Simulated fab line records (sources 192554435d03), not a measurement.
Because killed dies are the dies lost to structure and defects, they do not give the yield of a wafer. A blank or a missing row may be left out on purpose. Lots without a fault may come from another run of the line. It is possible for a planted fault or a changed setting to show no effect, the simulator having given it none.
fab line records	flow n5Finfet
record: lots: 5	wafers: 14	lastDay: 18
route steps=1938 shown MOL_CONTACT_COAG@569 BEOL_M4@1111
lots with no fault: from the same line, run without faults
startH: the number of hours between the record's first day and the start of the first shown wafer of the lot	waitH: how many hours have passed since the lot's step before this one	" as in the row above	L1.1+2: a row that stands for several wafers	- no value, or no start was given	* or withheld: withheld	< > ~ a bound
route shown NAME@n: names a module that has steps shown in the file, with the first one's number in the route	usual: mean and standard deviation over wafers with no fault	same: alike in all rows	chamber/n: place in a boat	sites: readings site by site	_std_site: the standard deviation of these	_edge_site: mean of outer sites minus mean of inner sites	radiusMm: how far each site lies from the wafer's centre	mask NAME#n: copy n	behind: the tool/chamber that last shaped the wafer	hold: why the lot went on hold/how many hours it stayed there/how the hold came to an end	device: the n, p or np transistor that did not switch	end of line: at the end of the route, the tests of the same wafers	for a step that has no rows: nothing shown but its recipe	killed: not the wafer's yield, but the dies lost to structure and defects at the first sort	map: per-die view of a wafer (x killed, . not killed, _ where there is no die)
set.NAME: the setting as run; set.NAME@STEP: as run at that earlier step	model.NAME: the simulator's own value behind a step, which no gauge read
a table for each step, a row for each wafer; lots at some steps of the route
services: when a tool's chamber went out of use (startH, in hours from the record's first day, below 0 if earlier), for how many hours, and the reason
== steps ==
step: N5_MOL_CONTACT_COAG_SOFTBAKE_79
recipe: tempC: 110	timeS: 60	resist: CAR-EUV
step: N5_MOL_CONTACT_COAG_EXPOSE_81
recipe: maskId: VG	na: 0.33	sourceShape: annular	sigmaInner: 0.3	sigmaOuter: 0.7	polarization: unpolarized	defocusNm: 0	doseMj: 59.5
step: N5_MOL_CONTACT_COAG_PEB_82
recipe: pebTempC: 100	pebTimeS: 60	resist: CAR-EUV
step: N5_MOL_CONTACT_COAG_DEVELOP_83
recipe: developTimeS: 30	developer: TMAH	resist: CAR-EUV	rinseLiquid: surfactantRinse	dry: airSpin	devTempC: 23
step: N5_MOL_CONTACT_COAG_CD_MEAS_84
recipe: targetCdNm: 25.1	landingEnergyEv: 500	detector: seInlens	polarity: opening
usual: cdNm: 25.13/0.24
lot.wafer	tool	chamber	startH	waitH	cdNm
L750.1	cdSem-03	0	115.23	-	25.14
L750.2	"	0	"	"	25.43
L750.4	"	0	"	"	25.38
L754.1	cdSem-02	0	135.03	-	25.07
L754.4	"	0	"	"	24.94
L754.5	"	0	"	"	25.34
L762.3	cdSem-01	0	183.49	-	24.81
L762.5	"	0	"	"	24.89
L770.3	cdSem-03	0	232.11	-	25.23
L770.4	"	0	"	"	25.16
L770.6	"	0	"	"	25.30
L771.1	cdSem-02	0	237.97	-	25.13
L771.4	"	0	"	"	24.80
L771.6	"	0	"	"	25.03
step: N5_MOL_CONTACT_COAG_OVL_MEAS_85
recipe: pointsPerWafer: 522
usual: VG_OVL: 0.1/0.64
lot.wafer	tool	chamber	startH	waitH	VG_OVL[nm]
L750.1	overlay-01	0	115.26	0.0	0.6
L750.2	"	0	"	"	0.4
L750.4	"	0	"	"	0.9
L754.1	overlay-01	0	135.06	0.0	-0.1
L754.4	"	0	"	"	-0.4
L754.5	"	0	"	"	-0.4
L762.3	overlay-02	0	183.53	0.0	0.7
L762.5	"	0	"	"	0.2
L770.3	overlay-02	0	232.15	0.0	0.5
L770.4	"	0	"	"	0.6
L770.6	"	0	"	"	-0.1
L771.1	overlay-02	0	238.00	0.0	-0.9
L771.4	"	0	"	"	-1.9
L771.6	"	0	"	"	0.1
step: N5_MOL_CONTACT_COAG_INSPECT_57
recipe: mode: adi	inspectInstrument: brightfield
usual: rawDefectCount: 189/48
lot.wafer	tool	chamber	startH	waitH	rawDefectCount
L750.1	defectInspect-02	-	115.32	0.1	180
L750.2	"	-	"	"	251
L750.4	"	-	"	"	297
L754.1	defectInspect-02	-	135.12	0.1	158
L754.4	"	-	"	"	163
L754.5	"	-	"	"	149
L762.3	defectInspect-01	-	183.57	0.0	174
L762.5	"	-	"	"	204
L770.3	defectInspect-02	-	232.20	0.0	196
L770.4	"	-	"	"	150
L770.6	"	-	"	"	185
L771.1	defectInspect-02	-	238.06	0.1	119
L771.4	"	-	"	"	121
L771.6	"	-	"	"	168
step: N5_MOL_CONTACT_COAG_DESCUM_88
recipe: chemistry: O2	timeS: 7	sourcePowerW: 50	biasPowerW: 20	pressureMtorr: 20	rfFrequencyHz: 2.712e+07	tempC: 40	resist: CAR-EUV	o2FlowSccm: 225
usual: drypumpMotorCurrentA: 5.5/0.58	oesProductAu: 0.77/0.081	rfVppV: 242.7/1.3	showerheadPlenumPTorr: 2.06/0.059	throttleValvePct: 20.42/0.26
same: timeS: 7
lot.wafer	tool	chamber	startH	waitH	drypumpMotorCurrentA	oesProductAu	rfHoursCounterH	rfVppV	showerheadPlenumPTorr	throttleValvePct
L750.1	rieDiel-01	1	115.41	0.1	5.1	0.76	138	242.1	2.08	20.24
L750.2	"	0	"	"	4.9	0.84	83	241.8	2.04	20.57
L750.4	"	3	"	"	5.2	0.68	224	243.1	2.06	20.43
L754.1	rieDiel-05	1	135.16	0.0	5.8	0.72	231	244.0	2.06	20.53
L754.4	"	2	"	"	5.5	0.67	235	244.9	2.15	20.25
L754.5	"	3	"	"	6.1	0.72	-	244.1	2.15	20.63
L762.3	rieDiel-06	2	183.61	0.0	6.6	0.68	249	240.4	1.97	20.36
L762.5	"	2	"	"	6.6	0.67	-	241.9	1.97	20.37
L770.3	rieDiel-06	1	232.23	0.0	4.9	0.75	174	241.5	2.01	20.86
L770.4	"	1	"	"	4.9	0.74	-	242.3	2.01	20.86
L770.6	"	2	"	"	6.7	0.99	-	245.8	2.23	20.09
L771.1	rieDiel-01	2	238.25	0.2	6.4	0.82	89	244.3	2.12	19.98
L771.4	"	1	"	"	5.0	0.72	182	242.9	2.06	20.31
L771.6	"	0	"	"	4.9	0.79	-	241.0	2.03	20.65
step: N5_MOL_CONTACT_COAG_ETCH_89
recipe: chemistry: N2/H2	target: underlayer	targetDepthA: 130	maskMaterial: CAR-EUV	timeS: 10.4	ionEnergyEv: 200	pressureMtorr: 30	sourceW: 840	biasW: 150	n2FlowSccm: 200	h2FlowSccm: 200	ends: cleared
usual: drypumpMotorCurrentA: 5.5/0.57	etchRfOnTimeS: 10.40/0.23	oesProductAu: 0.65/0.069	rfVppV: 522.8/2.2	showerheadPlenumPTorr: 2.51/0.069	throttleValvePct: 17.90/0.3
lot.wafer	tool	chamber	startH	waitH	drypumpMotorCurrentA	etchRfOnTimeS	oesProductAu	rfHoursCounterH	rfVppV	showerheadPlenumPTorr	throttleValvePct
L750.1	rieDiel-01	1	115.44	0.0	5.1	10.49	0.65	138	525.0	2.55	17.80
L750.2	"	0	"	"	4.9	10.46	0.70	83	522.5	2.47	17.88
L750.4	"	3	"	"	5.2	10.97	0.58	224	522.1	2.53	18.08
L754.1	rieDiel-05	1	135.20	0.0	5.7	10.65	0.60	231	523.5	2.50	17.94
L754.4	"	2	"	"	5.5	10.64	0.57	235	525.2	2.62	17.88
L754.5	"	3	"	"	6.1	10.41	0.62	-	527.1	2.63	18.18
L762.3	rieDiel-06	2	183.64	0.0	6.6	10.36	0.57	249	519.4	2.40	17.93
L762.5	"	2	"	"	6.7	10.34	0.57	-	518.7	2.40	17.95
L770.3	rieDiel-06	1	232.27	0.0	4.9	10.38	0.63	174	520.9	2.43	18.14
L770.4	"	1	"	"	4.9	10.47	0.63	-	518.5	2.43	18.13
L770.6	"	2	"	"	6.7	10.33	0.83	-	530.1	2.72	17.58
L771.1	rieDiel-01	2	238.28	0.0	6.4	10.07	0.70	89	525.3	2.56	17.32
L771.4	"	1	"	"	5.1	10.50	0.62	182	523.2	2.53	17.87
L771.6	"	0	"	"	4.9	10.54	0.67	-	522.1	2.45	17.94
step: N5_MOL_CONTACT_COAG_ETCH_90
recipe: chemistry: CF4	target: SiARC	targetDepthA: 130	maskMaterial: CAR-EUV	timeS: 21.7	ionEnergyEv: 80	pressureMtorr: 40	sourceW: 545	biasW: 36	Ar_flow_sccm: 100	cf4FlowSccm: 100	ends: cleared
usual: drypumpMotorCurrentA: 5.5/0.57	etchRfOnTimeS: 21.7/0.47	oesProductAu: 0.65/0.069	rfVppV: 183.7/1	showerheadPlenumPTorr: 2.11/0.058	throttleValvePct: 15.65/0.25
lot.wafer	tool	chamber	startH	waitH	drypumpMotorCurrentA	etchRfOnTimeS	oesProductAu	rfHoursCounterH	rfVppV	showerheadPlenumPTorr	throttleValvePct
L750.1	rieDiel-01	1	115.46	0.0	5.1	21.5	0.65	138	184.4	2.14	15.51
L750.2	"	0	"	"	4.9	22.0	0.70	83	182.0	2.08	15.60
L750.4	"	3	"	"	5.2	22.7	0.58	224	183.9	2.10	15.68
L754.1	rieDiel-05	1	135.22	0.0	5.8	22.2	0.60	231	184.4	2.12	15.79
L754.4	"	2	"	"	5.5	22.5	0.57	235	186.2	2.19	15.48
L754.5	"	3	"	"	6.0	22.0	0.61	-	183.9	2.20	15.94
L762.3	rieDiel-06	2	183.66	0.0	6.6	21.7	0.58	249	181.8	2.03	15.70
L762.5	"	2	"	"	6.6	21.8	0.57	-	183.1	2.03	15.71
L770.3	rieDiel-06	1	232.28	0.0	4.9	21.2	0.64	174	182.9	2.07	16.02
L770.4	"	1	"	"	4.9	21.2	0.64	-	183.4	2.07	16.02
L770.6	"	2	"	"	6.6	21.3	0.84	-	186.1	2.28	15.26
L771.1	rieDiel-01	2	238.30	0.0	6.4	20.9	0.71	89	183.7	2.17	15.30
L771.4	"	1	"	"	5.1	21.7	0.62	182	183.7	2.13	15.59
L771.6	"	0	"	"	4.9	21.6	0.67	-	183.8	2.06	15.70
step: N5_MOL_CONTACT_COAG_ALD_131
recipe: material: SiO2	targetThkA: 50	tempC: 100	aldPrecursorFamily: BDEAS	aldCoReactant: O2-plasma	pulseTimeS: 1	coReactantPulseTimeS: 1	purgeTimeS: 2	coReactantPurgeTimeS: 2	aldCycles: 35	pressureTorr: 2
usual: heaterPowerW: 80/6.3	precursorPulseHeightRel: 0.999/0.02
lot.wafer	tool	chamber	startH	waitH	heaterPowerW	precursorPulseHeightRel
L750.1	aldSin-04	0	115.54	0.1	86	1.000
L750.2	"	3	"	"	79	1.047
L750.4	"	1	"	"	71	1.037
L754.1	aldSin-02	3	135.35	0.1	75	0.984
L754.4	"	0	"	"	73	0.980
L754.5	"	1	"	"	77	0.975
L762.3	aldSin-04	3	184.29	0.6	79	0.992
L762.5	"	0	"	"	87	0.981
L770.3	aldSin-02	2	232.36	0.1	75	0.991
L770.4	"	3	"	"	71	1.027
L770.6	"	1	"	"	74	1.003
L771.1	aldSin-03	3	238.50	0.2	86	0.957
L771.4	"	0	"	"	91	0.992
L771.6	"	2	"	"	82	0.973
step: N5_MOL_CONTACT_COAG_ETCHBACK_132
recipe: chemistry: CHF3	target: SiO2	targetDepthA: 100	timeS: 6.7	ionEnergyEv: 200	pressureMtorr: 30	sourceW: 610	biasW: 170	Ar_flow_sccm: 200	CHF3_flow_sccm: 50
usual: drypumpMotorCurrentA: 5.7/0.55	oesProductAu: 0.76/0.08	rfVppV: 526/6.7	showerheadPlenumPTorr: 2.36/0.066	throttleValvePct: 18.76/0.26
same: timeS: 6.7
lot.wafer	tool	chamber	startH	waitH	drypumpMotorCurrentA	oesProductAu	rfHoursCounterH	rfVppV	showerheadPlenumPTorr	throttleValvePct
L750.1	rieDiel-06	2	115.82	0.2	6.6	0.70	222	521	2.27	18.73
L750.2	"	1	"	"	4.9	0.78	129	516	2.32	19.09
L750.4	"	0	"	"	5.6	0.79	142	524	2.41	18.84
L754.1	rieDiel-05	3	135.53	0.1	6.1	0.72	192	529	2.47	19.11
L754.4	"	1	"	"	5.8	0.71	231	525	2.36	18.91
L754.5	"	3	"	"	6.1	0.71	-	529	2.46	19.10
L762.3	rieDiel-06	3	184.47	0.1	5.5	0.68	222	532	2.27	18.99
L762.5	"	1	"	"	4.9	0.75	-	515	2.31	19.12
L770.3	rieDiel-05	0	232.54	0.1	6.1	0.85	61	518	2.33	18.43
L770.4	"	2	"	"	5.5	0.96	-	538	2.44	18.28
L770.6	"	3	"	"	6.1	0.71	-	529	2.45	19.15
L771.1	rieDiel-05	3	238.68	0.1	6.1	0.70	223	528	2.45	19.16
L771.4	"	0	"	"	6.2	0.85	-	518	2.32	18.44
L771.6	"	2	"	"	5.5	0.96	-	537	2.44	18.29
step: N5_MOL_CONTACT_COAG_ETCH_91
recipe: chemistry: N2/H2	target: SOC	targetDepthA: 600	overetchA: 210	maskMaterial: SiARC	tempC: 40	timeS: 101.2	ionEnergyEv: 200	pressureMtorr: 30	sourceW: 840	biasW: 150	n2FlowSccm: 200	h2FlowSccm: 200
usual: drypumpMotorCurrentA: 5.7/0.55	oesProductAu: 0.64/0.064	rfVppV: 522.9/2.3	showerheadPlenumPTorr: 2.51/0.068	throttleValvePct: 17.85/0.29
same: timeS: 101.2
lot.wafer	tool	chamber	startH	waitH	drypumpMotorCurrentA	oesProductAu	rfHoursCounterH	rfVppV	showerheadPlenumPTorr	throttleValvePct	model.SiARC_of_MOL_CONTACT_COAG_COAT_76.thkNm
L750.1	rieDiel-06	2	115.86	0.0	6.6	0.58	222	520.5	2.41	17.85	5.8
L750.2	"	1	"	"	4.9	0.65	129	520.2	2.45	18.03	5.8
L750.4	"	0	"	"	5.6	0.66	142	524.8	2.54	17.69	5.8
L754.1	rieDiel-05	3	135.56	0.0	6.1	0.60	192	525.8	2.63	18.13	5.8
L754.4	"	1	"	"	5.8	0.60	231	522.4	2.50	17.91	5.8
L754.5	"	3	"	"	6.1	0.60	-	527.0	2.63	18.13	5.8
L762.3	rieDiel-06	3	184.51	0.0	5.4	0.58	222	521.1	2.43	18.32	4.2
L762.5	"	1	"	"	4.8	0.64	-	520.7	2.44	18.07	4.2
L770.3	rieDiel-05	0	232.58	0.0	6.1	0.70	61	520.7	2.48	17.54	5.8
L770.4	"	2	"	"	5.5	0.80	-	526.8	2.61	17.53	5.6
L770.6	"	3	"	"	6.1	0.59	-	525.8	2.61	18.19	5.8
L771.1	rieDiel-05	3	238.71	0.0	6.1	0.59	223	525.4	2.61	18.19	5.8
L771.4	"	0	"	"	6.1	0.71	-	523.9	2.47	17.55	5.8
L771.6	"	2	"	"	5.5	0.79	-	526.1	2.61	17.53	5.6
step: N5_MOL_CONTACT_COAG_STRIP_92
recipe: chemistry: N2/H2	tempC: 40	n2FlowSccm: 200	h2FlowSccm: 200	rfFrequencyHz: 6e+07
step: N5_BEOL_M4_RC_MEAS_101
usual: DIBL_N: 36.0/1.8	DIBL_P: 36.3/2.4	IOFF_N: 0.16/0.035	IOFF_P: 0.21/0.036	ION_N: 673/13	ION_P: 461/7.2	SS_N: 71.4/0.6	SS_P: 73.2/0.7	VT_N: 250/4	VT_P: -250.9/2.9
lot.wafer	tool	chamber	startH	waitH	DIBL_N[mV/V]	DIBL_P[mV/V]	IOFF_N[nA/um]	IOFF_P[nA/um]	ION_N[uA/um]	ION_P[uA/um]	SS_N[mV/dec]	SS_P[mV/dec]	VT_N[mV]	VT_P[mV]
L750.1	prober-01	0	191.19	0.0	37.9	40.6	0.20	0.27	688	469	71.1	73.8	248	-247.2
L750.2	"	0	"	"	37.4	39.3	0.19	0.25	693	477	71.5	74.7	248	-248.0
L750.4	"	0	"	"	35.5	36.9	0.16	0.20	670	467	70.9	72.8	251	-250.3
L754.1	prober-01	0	215.04	0.0	35.6	36.2	0.14	0.18	672	458	71.8	73.1	251	-252.8
L754.4	"	0	"	"	35.2	36.3	0.15	0.19	679	463	71.1	74.0	253	-249.2
L754.5	"	0	"	"	36.9	38.8	0.17	0.23	680	467	72.2	74.6	248	-252.6
L762.3	prober-02	0	250.30	0.3	33.0	32.7	0.11	0.18	661	459	71.2	72.5	255	-251.2
L762.5	"	0	"	"	34.1	33.8	0.14	0.20	674	462	71.0	72.8	249	-249.5
L771.1	prober-01	0	318.29	0.0	38.7	38.4	0.19	0.24	686	467	72.1	73.6	246	-247.2
L771.4	"	0	"	"	39.2	37.3	0.19	0.22	676	459	71.9	74.3	248	-250.4
L771.6	"	0	"	"	38.1	37.2	0.17	0.22	672	456	72.2	73.8	247	-249.7
L770.3	prober-02	0	320.03	0.3	35.2	35.6	0.13	0.19	652	459	70.8	73.2	253	-253.7
L770.4	"	0	"	"	35.7	35.4	0.13	0.19	677	464	71.1	72.7	252	-252.5
L770.6	"	0	"	"	36.8	38.2	0.16	0.23	671	462	71.4	73.4	250	-249.5
== services ==
tool	chamber	startH	hours	kind
rieDiel-05	-	147.49	16.3	repair
rieDiel-01	1	164.18	2.6	repair
aldSin-02	-	176.75	14.0	pm
aldSin-02	0	176.75	14.0	ventCycle
aldSin-02	1	176.75	14.0	ventCycle
aldSin-02	2	176.75	14.0	ventCycle
rieDiel-01	3	181.79	-	clean
rieDiel-01	3	181.79	-	consumableReplace:focusRing
rieDiel-01	3	181.79	19.2	scheduledDown
rieDiel-01	3	181.79	19.2	ventCycle
rieDiel-06	2	186.97	-	clean
rieDiel-06	2	186.97	-	consumableReplace:focusRing
rieDiel-06	2	186.97	-	consumableReplace:showerhead
rieDiel-06	2	186.97	13.7	scheduledDown
rieDiel-06	2	186.97	13.7	ventCycle
rieDiel-05	2	197.50	-	clean
rieDiel-05	2	197.50	-	consumableReplace:focusRing
rieDiel-05	2	197.50	21.7	scheduledDown
rieDiel-05	2	197.50	21.7	ventCycle
rieDiel-05	1	219.55	-	clean
rieDiel-05	1	219.55	-	consumableReplace:focusRing
rieDiel-05	1	219.55	26.5	scheduledDown
rieDiel-05	1	219.55	26.5	ventCycle
rieDiel-05	-	220.37	0.1	repair
== key ==
firstSign none at tools or gauges
modelEffect: step: N5_MOL_CONTACT_COAG_ETCH_91	value: SiARC_of_MOL_CONTACT_COAG_COAT_76.thkNm	without: 5.8	struck: 4.2
metAt N5_MOL_CONTACT_COAG_ETCH_91
struckWafers L762.3,L762.5
onsetBetween 115.86 184.51
alsoFits N5_MOL_CONTACT_COAG_ALD_131:aldSin-04,N5_MOL_CONTACT_COAG_ETCHBACK_132:rieDiel-06
fault: kind: processParameterDrift	tool: rieDiel-06	chamber: -	onsetH: 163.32	steps: N5_MOL_CONTACT_COAG_ETCH_91	channel: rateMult	offset: 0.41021	shape: step	endH: 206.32	scope: struckWafersOnly
